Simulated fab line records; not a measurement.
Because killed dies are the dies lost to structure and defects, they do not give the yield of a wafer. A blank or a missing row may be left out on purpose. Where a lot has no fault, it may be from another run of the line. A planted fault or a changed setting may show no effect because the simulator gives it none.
fab line records	flow n5Finfet
record: lots: 24	wafers: 72	lastDay: 20
route steps=1938 shown BEOL_M4@1059 BEOL_M5@1162
lots that met no fault: from a run of the same line without faults
startH: start of the lot's first displayed wafer, in hours after the record's first day	waitH: hours elapsed since this lot's preceding step	" unchanged from the row above	L1.1+2: a row that stands for several wafers	- value missing, or start not given	* or withheld: withheld	< > ~ a bound
route shown NAME@n: a module of which the file shows steps, and the number in the route of the first	usual: mean/standard deviation taken from wafers without a fault	same: alike in all rows	chamber/n: place in a boat	sites: the reading at each site	_std_site: their standard deviation	_edge_site: the outer-site mean with the inner-site mean subtracted	radiusMm: for every site, how far away it sits from the centre of the wafer	mask NAME#n: copy n	behind: the most recent tool/chamber to have shaped the wafer	hold: what put the lot on hold/how long, in hours/how the hold closed	device: whichever transistor did not switch (one of n, p or np)	end of line: the same wafers' tests at the end of the route	for a step that has no rows: nothing shown but its recipe	killed: the dies lost at the first sort to structure and to defects; this is not the yield of the wafer	map: a wafer's dies, x killed, . not, _ none there
set.NAME: setting as actually run; set.NAME@STEP: the setting as run at that earlier step	model.NAME: the simulator's own value behind a step, which no gauge read
the route's steps for a sample of lots (tables are steps, rows are wafers)
services: when a tool's chamber went out of use (startH, in hours from the record's first day, below 0 if earlier), for how many hours, and the reason
== steps ==
step: N5_BEOL_M4_DESCUM_33
recipe: chemistry: O2	timeS: 7	sourcePowerW: 50	biasPowerW: 20	pressureMtorr: 20	rfFrequencyHz: 2.712e+07	tempC: 40	resist: CAR-EUV	o2FlowSccm: 225
usual: drypumpMotorCurrentA: 5.8/0.47	oesProductAu: 0.79/0.081	rfVppV: 243.2/1.1	showerheadPlenumPTorr: 2.10/0.051	throttleValvePct: 20.50/0.24
same: timeS: 7
lot.wafer	tool	chamber	startH	waitH	drypumpMotorCurrentA	oesProductAu	rfHoursCounterH	rfVppV	showerheadPlenumPTorr	throttleValvePct
L074.1	rieDiel-01	1	178.87	0.5	5.6	0.76	168	243.9	2.10	20.69
L074.3	"	3	"	"	5.2	0.76	125	241.4	2.10	20.71
L074.5	"	2	"	"	5.0	0.69	-	244.7	2.15	20.40
L077.2	rieDiel-05	0	183.98	0.1	5.7	0.81	75	244.5	2.21	20.52
L077.5	"	1	"	"	6.6	0.78	-	242.5	2.10	20.30
L077.6	"	0	"	"	5.7	0.82	-	244.9	2.21	20.52
L076.1	rieDiel-04	3	184.08	0.1	5.5	0.92	22	243.1	2.13	20.24
L076.2	"	2	"	"	5.6	0.70	184	242.7	2.08	20.69
L076.4	"	3	"	"	5.5	0.92	-	243.7	2.13	20.24
L075.2	rieDiel-04	2	185.78	0.0	5.5	0.72	185	243.0	2.08	20.70
L075.3	"	1	"	"	6.2	0.68	259	242.2	2.05	20.59
L075.6	"	1	"	"	6.2	0.68	-	242.7	2.05	20.59
L078.1	rieDiel-05	0	188.50	0.0	5.7	0.82	77	246.1	2.21	20.53
L078.4	"	1	"	"	6.6	0.78	141	244.6	2.10	20.28
L078.6	"	0	"	"	5.7	0.81	-	245.0	2.21	20.50
L079.1	rieDiel-05	1	189.02	0.0	6.6	0.78	141	244.0	2.10	20.27
L079.3	"	0	"	"	5.7	0.82	77	246.4	2.21	20.53
L079.5	"	2	"	"	6.1	0.73	-	244.3	2.17	20.76
L080.1	rieDiel-04	2	203.42	0.0	5.6	0.70	191	242.5	2.08	20.71
L080.3	"	3	"	"	5.5	0.91	29	243.5	2.13	20.24
L080.5	"	3	"	"	5.5	0.90	-	243.5	2.13	20.25
L081.2	rieDiel-01	1	221.41	0.0	5.6	0.74	184	244.4	2.09	20.70
L081.5	"	0	"	"	6.5	0.85	-	241.9	2.04	20.34
L081.6	"	3	"	"	5.2	0.74	-	244.0	2.09	20.75
L082.2	rieDiel-04	3	225.52	0.3	5.5	0.90	37	243.3	2.13	20.26
L082.3	"	2	"	"	5.6	0.69	199	242.9	2.07	20.72
L082.5	"	3	"	"	5.5	0.89	-	242.9	2.13	20.27
L085.2	rieDiel-04	1	230.92	0.2	6.2	0.95	7	243.1	2.04	20.16
L085.3	"	3	"	"	5.5	0.89	38	244.3	2.12	20.29
L085.4	"	0	"	"	6.2	0.91	11	244.5	2.14	20.20
L084.2	rieDiel-04	3	259.79	0.2	5.5	0.88	47	243.4	2.12	20.28
L084.4	"	0	"	"	6.2	0.89	20	245.5	2.14	20.21
L084.5	"	2	"	"	5.5	0.68	-	241.9	2.07	20.73
L089.2	rieDiel-01	2	276.43	0.1	5.0	0.93	19	243.7	2.14	20.06
L089.3	"	0	"	"	6.5	0.83	89	242.5	2.03	20.38
L089.5	"	3	"	"	5.2	0.73	-	244.5	2.08	20.77
L086.2	rieDiel-05	2	284.10	0.3	6.0	0.70	231	243.4	2.16	20.82
L086.3	"	3	"	"	5.9	0.78	126	242.8	2.01	20.67
L086.4	"	0	"	"	5.7	0.79	109	245.4	2.20	20.57
L083.3	rieDiel-05	0	284.48	0.0	5.7	0.78	109	242.9	2.20	20.56
L083.4	"	2	"	"	6.0	0.70	231	244.4	2.16	20.80
L083.5	"	3	"	"	6.0	0.77	-	241.2	2.01	20.68
L087.1	rieDiel-05	1	285.39	0.0	6.6	0.74	174	242.6	2.09	20.34
L087.4	"	2	"	"	6.0	0.70	231	244.5	2.16	20.80
L087.6	"	1	"	"	6.6	0.75	-	242.4	2.09	20.33
L088.1	rieDiel-04	0	286.32	0.0	6.2	0.88	28	243.5	2.13	20.23
L088.2	"	3	"	"	5.5	0.86	57	243.7	2.12	20.29
L088.4	"	1	"	"	6.3	0.91	24	241.5	2.04	20.20
L090.2	rieDiel-04	0	288.51	0.0	6.2	0.87	29	244.0	2.13	20.26
L090.3	"	3	"	"	5.5	0.86	58	243.5	2.12	20.30
L090.6	"	3	"	"	5.5	0.86	-	245.0	2.12	20.29
L093.3	rieDiel-04	2	300.79	0.0	5.6	0.68	222	243.2	2.06	20.75
L093.4	"	3	"	"	5.5	0.85	62	243.2	2.12	20.30
L093.5	"	1	"	"	6.2	0.88	-	241.8	2.04	20.19
L092.1	rieDiel-01	3	305.49	0.0	5.2	0.72	175	242.6	2.08	20.78
L092.2	"	1	"	"	5.7	0.72	216	244.5	2.08	20.77
L092.6	"	0	"	"	6.5	0.80	-	243.4	2.03	20.39
L094.1	rieDiel-01	0	305.82	0.0	6.5	0.81	98	243.2	2.03	20.39
L094.2	"	2	"	"	5.0	0.90	30	244.1	2.14	20.07
L094.3	"	1	"	"	5.7	0.72	216	243.6	2.08	20.75
L091.1	rieDiel-01	3	310.15	0.2	5.2	0.71	176	242.3	2.08	20.80
L091.3	"	1	"	"	5.7	0.72	217	243.4	2.08	20.76
L091.6	"	2	"	"	5.0	0.92	-	242.6	2.14	20.08
L095.4	rieDiel-05	2	325.41	0.0	6.1	0.69	241	244.3	2.15	20.83
L095.5	"	1	"	"	6.6	0.74	-	242.1	2.08	20.37
L095.6	"	2	"	"	6.1	0.69	-	243.6	2.15	20.84
L097.1	rieDiel-01	0	327.12	0.0	6.5	0.80	105	240.5	2.02	20.40
L097.2	"	2	"	"	5.0	0.90	36	244.3	2.14	20.10
L097.5	"	0	"	"	6.5	0.80	-	240.8	2.02	20.43
L096.2	rieDiel-01	0	328.30	0.0	6.5	0.81	105	241.7	2.02	20.39
L096.3	"	1	"	"	5.7	0.72	222	242.2	2.08	20.75
L096.6	"	0	"	"	6.5	0.80	-	241.8	2.02	20.41
step: N5_BEOL_M4_PRE_CLEAN_45
recipe: gas: H2/He	timeS: 30	tempC: 250
usual: heaterPowerW: 360/37
same: timeS: 30
lot.wafer	tool	chamber	startH	waitH	heaterPowerW
L074.1	pvdSputter-03	-	181.71	0.0	417
L074.3	"	-	"	"	318
L074.5	"	-	"	"	340
L077.2	pvdSputter-02	-	187.86	0.0	366
L077.5	"	-	"	"	377
L077.6	"	-	"	"	363
L076.1	pvdSputter-01	-	192.70	0.0	311
L076.2	"	-	"	"	326
L076.4	"	-	"	"	341
L075.2	pvdSputter-02	-	192.83	0.0	373
L075.3	"	-	"	"	368
L075.6	"	-	"	"	418
L079.1	pvdSputter-03	-	197.70	0.0	416
L079.3	"	-	"	"	315
L079.5	"	-	"	"	409
L078.1	pvdSputter-03	-	197.78	0.0	329
L078.4	"	-	"	"	318
L078.6	"	-	"	"	296
L080.1	pvdSputter-02	-	214.90	0.0	360
L080.3	"	-	"	"	358
L080.5	"	-	"	"	370
L081.2	pvdSputter-01	-	229.21	0.0	314
L081.5	"	-	"	"	313
L081.6	"	-	"	"	304
L082.2	pvdSputter-03	-	251.08	0.0	416
L082.3	"	-	"	"	326
L082.5	"	-	"	"	302
L085.2	pvdSputter-03	-	251.16	0.0	304
L085.3	"	-	"	"	332
L085.4	"	-	"	"	322
L084.2	pvdSputter-01	-	279.15	0.0	390
L084.4	"	-	"	"	347
L084.5	"	-	"	"	320
L086.2	pvdSputter-02	-	286.63	0.0	389
L086.3	"	-	"	"	362
L086.4	"	-	"	"	401
L089.2	pvdSputter-02	-	293.09	0.0	395
L089.3	"	-	"	"	372
L089.5	"	-	"	"	387
L083.3	pvdSputter-01	-	296.46	0.0	307
L083.4	"	-	"	"	330
L083.5	"	-	"	"	309
L087.1	pvdSputter-01	-	299.84	0.0	341
L087.4	"	-	"	"	324
L087.6	"	-	"	"	396
L088.1	pvdSputter-02	-	304.74	0.0	390
L088.2	"	-	"	"	402
L088.4	"	-	"	"	363
L090.2	pvdSputter-02	-	313.42	0.0	397
L090.3	"	-	"	"	368
L090.6	"	-	"	"	375
L093.3	pvdSputter-01	-	326.26	0.0	330
L093.4	"	-	"	"	306
L093.5	"	-	"	"	397
L092.1	pvdSputter-01	-	326.34	0.0	324
L092.2	"	-	"	"	308
L092.6	"	-	"	"	303
L094.1	pvdSputter-02	-	331.06	0.0	360
L094.2	"	-	"	"	362
L094.3	"	-	"	"	385
L091.1	pvdSputter-01	-	331.06	0.0	321
L091.3	"	-	"	"	399
L091.6	"	-	"	"	321
L095.4	pvdSputter-02	-	347.72	0.0	368
L095.5	"	-	"	"	356
L095.6	"	-	"	"	405
L097.1	pvdSputter-02	-	347.80	0.0	372
L097.2	"	-	"	"	408
L097.5	"	-	"	"	355
L096.2	pvdSputter-02	-	354.58	0.0	360
L096.3	"	-	"	"	376
L096.6	"	-	"	"	374
step: N5_BEOL_M4_ANNEAL_80
recipe: tempC: 400	timeS: 240	ambient: vacuum
usual: heaterPowerW: 879/97
same: timeS: 240
lot.wafer	tool	chamber	startH	waitH	heaterPowerW
L074.1	pvdSputter-03	-	182.63	0.0	808
L074.3	"	-	"	"	828
L074.5	"	-	"	"	796
L077.2	pvdSputter-03	-	190.53	0.0	828
L077.5	"	-	"	"	824
L077.6	"	-	"	"	760
L076.1	pvdSputter-02	-	193.66	0.0	1061
L076.2	"	-	"	"	961
L076.4	"	-	"	"	904
L075.2	pvdSputter-01	-	195.63	0.0	1012
L075.3	"	-	"	"	752
L075.6	"	-	"	"	1022
L079.1	pvdSputter-01	-	198.52	0.0	1018
L079.3	"	-	"	"	862
L079.5	"	-	"	"	759
L078.1	pvdSputter-01	-	200.36	0.0	862
L078.4	"	-	"	"	764
L078.6	"	-	"	"	799
L080.1	pvdSputter-01	-	215.92	0.0	776
L080.3	"	-	"	"	848
L080.5	"	-	"	"	846
L081.2	pvdSputter-03	-	230.20	0.0	822
L081.5	"	-	"	"	838
L081.6	"	-	"	"	1021
L082.2	pvdSputter-01	-	252.09	0.0	877
L082.3	"	-	"	"	985
L082.5	"	-	"	"	994
L085.2	pvdSputter-03	-	252.12	0.0	810
L085.3	"	-	"	"	1024
L085.4	"	-	"	"	825
L084.2	pvdSputter-02	-	280.36	0.0	917
L084.4	"	-	"	"	955
L084.5	"	-	"	"	922
L086.2	pvdSputter-01	-	287.47	0.0	989
L086.3	"	-	"	"	804
L086.4	"	-	"	"	764
L089.2	pvdSputter-02	-	294.09	0.0	916
L089.3	"	-	"	"	913
L089.5	"	-	"	"	1019
L083.3	pvdSputter-01	-	297.44	0.0	813
L083.4	"	-	"	"	789
L083.5	"	-	"	"	746
L087.1	pvdSputter-03	-	302.38	0.0	830
L087.4	"	-	"	"	765
L087.6	"	-	"	"	814
L088.1	pvdSputter-02	-	305.95	0.0	1033
L088.2	"	-	"	"	978
L088.4	"	-	"	"	871
L090.2	pvdSputter-01	-	314.45	0.0	865
L090.3	"	-	"	"	760
L090.6	"	-	"	"	782
L093.3	pvdSputter-01	-	327.40	0.0	821
L093.4	"	-	"	"	790
L093.5	"	-	"	"	758
L092.1	pvdSputter-01	-	329.24	0.0	747
L092.2	"	-	"	"	783
L092.6	"	-	"	"	772
L094.1	pvdSputter-02	-	331.91	0.0	966
L094.2	"	-	"	"	1029
L094.3	"	-	"	"	910
L091.1	pvdSputter-03	-	332.11	0.0	845
L091.3	"	-	"	"	756
L091.6	"	-	"	"	1051
L095.4	pvdSputter-02	-	348.58	0.0	1026
L095.5	"	-	"	"	922
L095.6	"	-	"	"	906
L097.1	pvdSputter-01	-	348.79	0.0	809
L097.2	"	-	"	"	866
L097.5	"	-	"	"	850
L096.2	pvdSputter-01	-	355.65	0.0	773
L096.3	"	-	"	"	1000
L096.6	"	-	"	"	865
step: N5_BEOL_M4_SPUTTER_81
recipe: material: Cu	targetThkA: 45	tempC: -20	chamberPressurePa: 0.07	powerW: withheld	timeS: 8.29
usual: chamberPressurePa: 0.06999/0.00013	chuckGasFlowSccm: 1.25/0.052	throttleValvePct: 29.8/1.1
same: timeS: 8.29
lot.wafer	tool	chamber	startH	waitH	chamberPressurePa	chuckGasFlowSccm	throttleValvePct
L074.1	pvdSputter-03	-	182.77	0.1	0.0699	1.33	28.8
L074.3	"	-	"	"	0.07007	1.28	32.1
L074.5	"	-	"	"	0.0701	1.28	29.0
L077.2	pvdSputter-03	-	190.67	0.1	0.06993	1.23	32.5
L077.5	"	-	"	"	0.0699	1.25	32.2
L077.6	"	-	"	"	0.07013	1.27	29.1
L076.1	pvdSputter-02	-	193.80	0.1	0.06995	1.38	30.3
L076.2	"	-	"	"	0.06998	1.33	28.6
L076.4	"	-	"	"	0.06979	1.25	31.0
L075.2	pvdSputter-01	-	195.77	0.1	0.07006	1.28	30.2
L075.3	"	-	"	"	0.06989	1.28	29.1
L075.6	"	-	"	"	0.06996	1.30	30.1
L079.1	pvdSputter-01	-	198.66	0.1	0.07015	1.30	30.1
L079.3	"	-	"	"	0.07017	1.37	30.4
L079.5	"	-	"	"	0.06994	1.23	29.1
L078.1	pvdSputter-01	-	200.50	0.1	0.06999	1.21	30.6
L078.4	"	-	"	"	0.06992	1.30	29.2
L078.6	"	-	"	"	0.07017	1.26	28.3
L080.1	pvdSputter-01	-	216.06	0.1	0.06999	1.27	29.2
L080.3	"	-	"	"	0.0701	1.23	30.5
L080.5	"	-	"	"	0.07017	1.29	30.4
L081.2	pvdSputter-03	-	230.36	0.1	0.06985	1.34	32.4
L081.5	"	-	"	"	0.07	1.26	32.0
L081.6	"	-	"	"	0.07012	1.24	31.0
L082.2	pvdSputter-01	-	252.23	0.1	0.06995	1.31	30.0
L082.3	"	-	"	"	0.06999	1.28	29.8
L082.5	"	-	"	"	0.07006	1.23	29.9
L085.2	pvdSputter-03	-	252.26	0.1	0.06997	1.30	29.0
L085.3	"	-	"	"	0.06997	1.23	31.2
L085.4	"	-	"	"	0.07017	1.25	32.1
L084.2	pvdSputter-02	-	280.50	0.1	0.07018	1.29	31.6
L084.4	"	-	"	"	0.07006	1.24	28.6
L084.5	"	-	"	"	0.07005	1.18	31.2
L086.2	pvdSputter-01	-	287.61	0.1	0.07033	1.24	30.0
L086.3	"	-	"	"	0.0699	1.18	28.1
L086.4	"	-	"	"	0.07004	1.29	28.7
L089.2	pvdSputter-02	-	294.23	0.1	0.0699	1.35	30.4
L089.3	"	-	"	"	0.07004	1.24	31.5
L089.5	"	-	"	"	0.06989	1.17	30.2
L083.3	pvdSputter-01	-	297.58	0.1	0.07011	1.34	28.1
L083.4	"	-	"	"	0.07015	1.15	28.8
L083.5	"	-	"	"	0.06987	1.22	28.9
L087.1	pvdSputter-03	-	302.52	0.1	0.07007	1.33	32.2
L087.4	"	-	"	"	0.07006	1.12	29.3
L087.6	"	-	"	"	0.06977	1.17	32.3
L088.1	pvdSputter-02	-	306.09	0.1	0.06985	1.18	30.4
L088.2	"	-	"	"	0.06996	1.28	28.5
L088.4	"	-	"	"	0.06999	1.25	31.3
L090.2	pvdSputter-01	-	314.59	0.1	0.07003	1.20	30.3
L090.3	"	-	"	"	0.07022	1.32	29.0
L090.6	"	-	"	"	0.07017	1.25	28.5
L093.3	pvdSputter-01	-	327.54	0.1	0.06979	1.27	28.3
L093.4	"	-	"	"	0.07009	1.28	28.2
L093.5	"	-	"	"	0.07011	1.21	28.9
L092.1	pvdSputter-01	-	329.38	0.1	0.07012	1.26	28.6
L092.2	"	-	"	"	0.07002	1.23	28.3
L092.6	"	-	"	"	0.06991	1.31	29.1
L094.1	pvdSputter-02	-	332.05	0.1	0.06999	1.22	28.7
L094.2	"	-	"	"	0.06989	1.22	30.1
L094.3	"	-	"	"	0.07008	1.29	31.0
L091.1	pvdSputter-03	-	332.25	0.1	0.06985	1.23	32.5
L091.3	"	-	"	"	0.06979	1.28	29.3
L091.6	"	-	"	"	0.06998	1.26	31.0
L095.4	pvdSputter-02	-	348.72	0.1	0.06993	1.37	30.4
L095.5	"	-	"	"	0.06998	1.23	30.1
L095.6	"	-	"	"	0.07023	1.17	31.7
L097.1	pvdSputter-01	-	348.93	0.1	0.06993	1.22	28.3
L097.2	"	-	"	"	0.06996	1.25	30.5
L097.5	"	-	"	"	0.07005	1.32	30.3
L096.2	pvdSputter-01	-	355.79	0.1	0.06979	1.31	29.2
L096.3	"	-	"	"	0.07009	1.30	30.1
L096.6	"	-	"	"	0.07	1.17	30.4
step: N5_BEOL_M5_STRIP_91
recipe: chemistry: N2/H2	timeS: 10	powerW: 450	tempC: 40	pressureMtorr: 20	rfFrequencyHz: 6e+07	biasPowerW: 7	n2FlowSccm: 200	h2FlowSccm: 200
usual: drypumpMotorCurrentA: 5.6/0.46	n2FlowSccm: 200.0/0.64	oesProductAu: 0.81/0.091	rfVppV: 59.2/0.83	showerheadPlenumPTorr: 2.54/0.094	throttleValvePct: 23.63/0.23
same: timeS: 10
lot.wafer	tool	chamber	startH	waitH	drypumpMotorCurrentA	n2FlowSccm	oesProductAu	rfHoursCounterH	rfVppV	showerheadPlenumPTorr	throttleValvePct
L074.1	rieDiel-03	2	-	-	5.3	201.2	0.71	240	58.3	2.39	23.76
L074.3	"	0	"	"	4.8	199.5	0.84	44	60.4	2.48	23.30
L074.5	"	1	"	"	6.0	200.7	0.72	-	58.0	2.61	23.96
L077.2	rieDiel-03	0	-	-	4.7	200.0	0.84	46	59.5	2.48	23.30
L077.5	"	3	"	"	5.5	200.1	0.92	-	59.0	2.71	23.39
L077.6	"	0	"	"	4.8	199.8	0.84	-	59.3	2.48	23.29
L076.1	rieDiel-06	0	-	-	5.2	199.5	0.93	16	58.6	2.49	23.42
L076.2	"	2	"	"	6.5	199.7	0.74	166	59.7	2.42	23.34
L076.4	"	1	"	"	5.6	199.6	0.70	218	60.4	2.62	24.06
L075.2	rieDiel-02	0	-	-	5.7	199.5	0.91	24	59.0	2.48	23.47
L075.3	"	3	"	"	5.8	200.7	0.78	94	57.9	2.46	23.91
L075.6	"	1	"	"	6.3	199.2	0.89	-	58.8	2.58	23.62
L079.1	rieDiel-06	1	-	-	5.6	200.7	0.70	219	60.5	2.62	24.08
L079.3	"	3	"	"	5.5	200.7	0.69	210	58.9	2.52	23.85
L079.5	"	3	"	"	5.4	199.9	0.70	-	59.1	2.52	23.86
L078.1	rieDiel-03	1	-	-	6.0	200.0	0.72	226	58.9	2.61	23.96
L078.4	"	3	"	"	5.5	199.4	0.92	21	60.6	2.71	23.40
L078.6	"	2	"	"	5.3	199.2	0.70	-	57.5	2.39	23.76
L080.1	rieDiel-02	2	-	-	6.0	200.4	0.73	177	58.5	2.62	23.54
L080.3	"	3	"	"	5.8	201.0	0.77	105	57.7	2.46	23.93
L080.5	"	0	"	"	5.6	200.6	0.90	-	59.6	2.48	23.45
L081.2	rieDiel-06	1	-	-	5.6	200.1	0.70	227	59.7	2.62	24.08
L081.5	"	0	"	"	5.2	199.4	0.91	-	58.4	2.48	23.43
L081.6	"	3	"	"	5.5	199.9	0.68	-	59.6	2.52	23.86
L082.2	rieDiel-02	3	-	-	5.8	200.5	0.75	117	59.1	2.45	23.95
L082.3	"	2	"	"	6.0	199.7	0.72	190	58.6	2.62	23.54
L082.5	"	3	"	"	5.8	200.8	0.76	-	58.9	2.45	23.95
L085.2	rieDiel-02	3	-	-	5.8	199.9	0.76	118	59.6	2.45	23.95
L085.3	"	2	"	"	6.0	199.4	0.71	191	59.9	2.62	23.55
L085.4	"	0	"	"	5.7	200.0	0.87	48	59.0	2.47	23.49
L084.2	rieDiel-03	0	-	-	4.8	199.8	0.79	79	58.2	2.47	23.34
L084.4	"	2	"	"	5.3	199.6	0.93	-	60.9	2.70	23.59
L084.5	"	0	"	"	4.7	200.1	0.79	-	59.3	2.46	23.35
L086.2	rieDiel-06	3	-	-	5.5	200.2	0.67	231	58.9	2.51	23.88
L086.3	"	1	"	"	5.6	199.9	0.69	241	58.6	2.61	24.10
L086.4	"	2	"	"	6.5	200.2	0.72	187	58.4	2.41	23.36
L089.2	rieDiel-02	2	-	-	6.1	200.0	0.71	202	58.0	2.61	23.58
L089.3	"	0	"	"	5.7	199.8	0.85	59	58.8	2.47	23.50
L089.5	"	0	"	"	5.6	199.5	0.85	-	58.4	2.47	23.51
L083.3	rieDiel-03	0	-	-	4.8	199.7	0.79	84	58.5	2.46	23.34
L083.4	"	3	"	"	5.5	199.8	0.85	57	60.0	2.69	23.46
L083.5	"	0	"	"	4.8	200.4	0.79	-	59.7	2.46	23.34
L087.1	rieDiel-06	1	-	-	5.6	199.0	0.68	245	58.6	2.61	24.11
L087.4	"	2	"	"	6.5	200.0	0.72	192	58.2	2.41	23.38
L087.6	"	3	"	"	5.4	199.9	0.67	-	58.9	2.51	23.88
L088.1	rieDiel-02	1	-	-	6.4	199.4	0.86	51	58.7	2.57	23.66
L088.2	"	0	"	"	5.6	199.8	0.86	63	58.2	2.47	23.52
L088.4	"	2	"	"	6.0	200.2	0.70	207	58.5	2.61	23.56
L090.2	rieDiel-03	1	-	-	6.0	198.5	0.98	5	58.6	2.60	23.69
L090.3	"	0	"	"	4.7	198.9	0.78	88	58.7	2.46	23.34
L090.6	"	1	"	"	6.0	199.7	0.98	-	58.8	2.60	23.70
L093.3	rieDiel-06	2	-	-	6.5	199.0	0.71	196	59.7	2.41	23.38
L093.4	"	0	"	"	5.2	200.3	0.86	50	59.3	2.47	23.45
L093.5	"	1	"	"	5.6	199.0	0.68	-	60.5	2.61	24.13
L092.1	rieDiel-03	3	-	-	5.5	200.8	0.84	64	60.3	2.69	23.46
L092.2	"	1	"	"	6.1	199.6	0.97	8	57.4	2.60	23.71
L092.6	"	0	"	"	4.7	199.1	0.79	-	58.0	2.46	23.36
L091.1	rieDiel-02	3	-	-	5.8	199.1	0.74	140	58.8	2.44	23.98
L091.3	"	0	"	"	5.6	200.2	0.85	70	59.6	2.46	23.53
L091.6	"	0	"	"	5.6	200.2	0.84	-	59.2	2.46	23.51
L094.1	rieDiel-03	2	-	-	5.3	200.2	0.90	32	58.9	2.70	23.60
L094.2	"	3	"	"	5.5	201.1	0.83	65	59.3	2.69	23.45
L094.3	"	0	"	"	4.8	199.2	0.78	92	59.4	2.46	23.37
L097.1	rieDiel-03	2	-	-	5.3	199.7	0.88	36	61.6	2.69	23.61
L097.2	"	3	"	"	5.5	200.5	0.83	69	59.5	2.69	23.47
L097.5	"	2	"	"	5.3	200.2	0.88	-	59.1	2.69	23.60
L095.4	rieDiel-02	3	-	-	5.8	199.6	0.73	144	58.0	2.44	23.97
L095.5	"	0	"	"	5.7	200.0	0.83	-	59.2	2.46	23.53
L095.6	"	1	"	"	6.3	198.7	0.84	-	58.8	2.57	23.66
L096.2	rieDiel-06	3	-	-	5.4	199.8	0.67	250	58.9	2.51	23.92
L096.3	"	2	"	"	6.4	200.8	0.71	207	59.2	2.41	23.41
L096.6	"	3	"	"	5.5	200.0	0.66	-	59.9	2.51	23.89
step: N5_BEOL_M5_SPUTTER_90
recipe: material: Cu	targetThkA: 45	tempC: -20	chamberPressurePa: 0.07	powerW: withheld	timeS: 8.29
usual: chamberPressurePa: 0.07001/0.00013	chuckGasFlowSccm: 1.26/0.055	throttleValvePct: 29.9/1.2
same: timeS: 8.29
lot.wafer	tool	chamber	startH	waitH	chamberPressurePa	chuckGasFlowSccm	throttleValvePct
L074.1	pvdSputter-03	-	197.48	0.5	0.07002	1.25	31.0
L074.3	"	-	"	"	0.07016	1.22	29.3
L074.5	"	-	"	"	0.07001	1.19	31.1
L077.2	pvdSputter-02	-	204.67	0.5	0.06989	1.29	30.0
L077.5	"	-	"	"	0.06986	1.36	30.4
L077.6	"	-	"	"	0.0699	1.32	31.2
L076.1	pvdSputter-01	-	206.65	0.5	0.06996	1.25	30.1
L076.2	"	-	"	"	0.06981	1.20	29.1
L076.4	"	-	"	"	0.06999	1.23	30.0
L075.2	pvdSputter-02	-	210.58	0.5	0.06988	1.35	28.7
L075.3	"	-	"	"	0.06993	1.22	31.3
L075.6	"	-	"	"	0.06981	1.19	30.2
L079.1	pvdSputter-01	-	212.68	0.5	0.07001	1.24	28.1
L079.3	"	-	"	"	0.07015	1.32	30.0
L079.5	"	-	"	"	0.06987	1.33	29.0
L078.1	pvdSputter-03	-	214.98	0.5	0.06984	1.30	32.2
L078.4	"	-	"	"	0.07009	1.14	29.1
L078.6	"	-	"	"	0.06998	1.27	30.9
L080.1	pvdSputter-03	-	238.55	0.5	0.07	1.28	29.3
L080.3	"	-	"	"	0.07017	1.20	31.2
L080.5	"	-	"	"	0.07008	1.17	31.1
L081.2	pvdSputter-01	-	245.66	0.5	0.06993	1.33	29.3
L081.5	"	-	"	"	0.06989	1.35	28.3
L081.6	"	-	"	"	0.07	1.26	29.8
L082.2	pvdSputter-03	-	265.93	0.5	0.06999	1.19	29.2
L082.3	"	-	"	"	0.07004	1.29	32.2
L082.5	"	-	"	"	0.0701	1.29	29.0
L085.2	pvdSputter-01	-	267.98	0.5	0.06994	1.30	30.2
L085.3	"	-	"	"	0.07024	1.33	29.7
L085.4	"	-	"	"	0.07006	1.22	28.1
L084.2	pvdSputter-01	-	295.74	0.5	0.07015	1.30	30.5
L084.4	"	-	"	"	0.07025	1.22	30.2
L084.5	"	-	"	"	0.07001	1.26	30.1
L086.2	pvdSputter-02	-	301.82	0.5	0.07008	1.29	31.3
L086.3	"	-	"	"	0.07006	1.26	28.5
L086.4	"	-	"	"	0.07006	1.30	30.3
L089.2	pvdSputter-01	-	308.40	0.5	0.06974	1.29	28.9
L089.3	"	-	"	"	0.06993	1.29	29.9
L089.5	"	-	"	"	0.06987	1.32	30.5
L083.3	pvdSputter-03	-	313.11	0.5	0.06984	1.29	32.4
L083.4	"	-	"	"	0.07011	1.20	29.1
L083.5	"	-	"	"	0.07025	1.17	29.2
L087.1	pvdSputter-02	-	318.23	0.5	0.06986	1.18	31.2
L087.4	"	-	"	"	0.07002	1.29	30.1
L087.6	"	-	"	"	0.07	1.25	28.4
L088.1	pvdSputter-03	-	321.51	0.5	0.0703	1.24	31.2
L088.2	"	-	"	"	0.06994	1.27	28.8
L088.4	"	-	"	"	0.07005	1.29	29.1
L090.2	pvdSputter-03	-	328.56	0.5	0.07008	1.15	31.3
L090.3	"	-	"	"	0.07015	1.24	29.0
L090.6	"	-	"	"	0.07015	1.28	29.2
L093.3	pvdSputter-02	-	340.77	0.5	0.07	1.36	29.9
L093.4	"	-	"	"	0.07	1.26	28.6
L093.5	"	-	"	"	0.07002	1.31	30.3
L092.1	pvdSputter-01	-	343.92	0.5	0.06954	1.32	29.0
L092.2	"	-	"	"	0.06983	1.32	28.4
L092.6	"	-	"	"	0.06988	1.33	29.1
L091.1	pvdSputter-02	-	346.84	0.5	0.06987	1.23	30.2
L091.3	"	-	"	"	0.06997	1.20	31.5
L091.6	"	-	"	"	0.07005	1.30	30.2
L094.1	pvdSputter-03	-	347.48	0.5	0.06996	1.26	32.1
L094.2	"	-	"	"	0.07021	1.27	31.1
L094.3	"	-	"	"	0.07013	1.27	29.5
L097.1	pvdSputter-03	-	361.62	0.5	0.07012	1.20	31.2
L097.2	"	-	"	"	0.07001	1.18	29.6
L097.5	"	-	"	"	0.07003	1.29	28.9
L095.4	pvdSputter-01	-	362.19	0.5	0.07	1.15	30.2
L095.5	"	-	"	"	0.07001	1.22	29.0
L095.6	"	-	"	"	0.06994	1.19	28.1
L096.2	pvdSputter-03	-	372.21	0.5	0.07001	1.23	31.2
L096.3	"	-	"	"	0.06996	1.24	29.0
L096.6	"	-	"	"	0.07001	1.16	29.3
== services ==
tool	chamber	startH	hours	kind
rieDiel-06	-	158.33	2.8	pm
rieDiel-04	0	160.67	-	clean
rieDiel-04	0	160.67	-	consumableReplace:focusRing
rieDiel-04	0	160.67	25.2	scheduledDown
rieDiel-06	2	163.27	9.2	repair
rieDiel-05	1	173.90	8.8	repair
rieDiel-04	1	176.16	8.1	repair
rieDiel-03	-	177.21	0.8	repair
rieDiel-01	0	182.28	1.9	repair
rieDiel-01	2	190.80	1.6	repair
rieDiel-02	2	214.00	6.4	repair
rieDiel-04	0	214.62	7.9	repair
rieDiel-02	1	219.30	40.8	repair
rieDiel-05	-	236.95	2.4	repair
rieDiel-06	3	252.54	2.8	repair
rieDiel-03	1	260.48	6.6	repair
pvdSputter-02	-	265.13	12.8	repair
rieDiel-04	2	287.32	7.5	repair
rieDiel-04	2	308.08	5.8	repair
rieDiel-05	2	313.06	5.9	repair
rieDiel-03	3	318.68	3.2	repair
rieDiel-06	3	326.10	3.0	repair
rieDiel-04	2	326.28	1.8	repair
pvdSputter-03	-	361.72	2.7	repair
== key ==
fault none
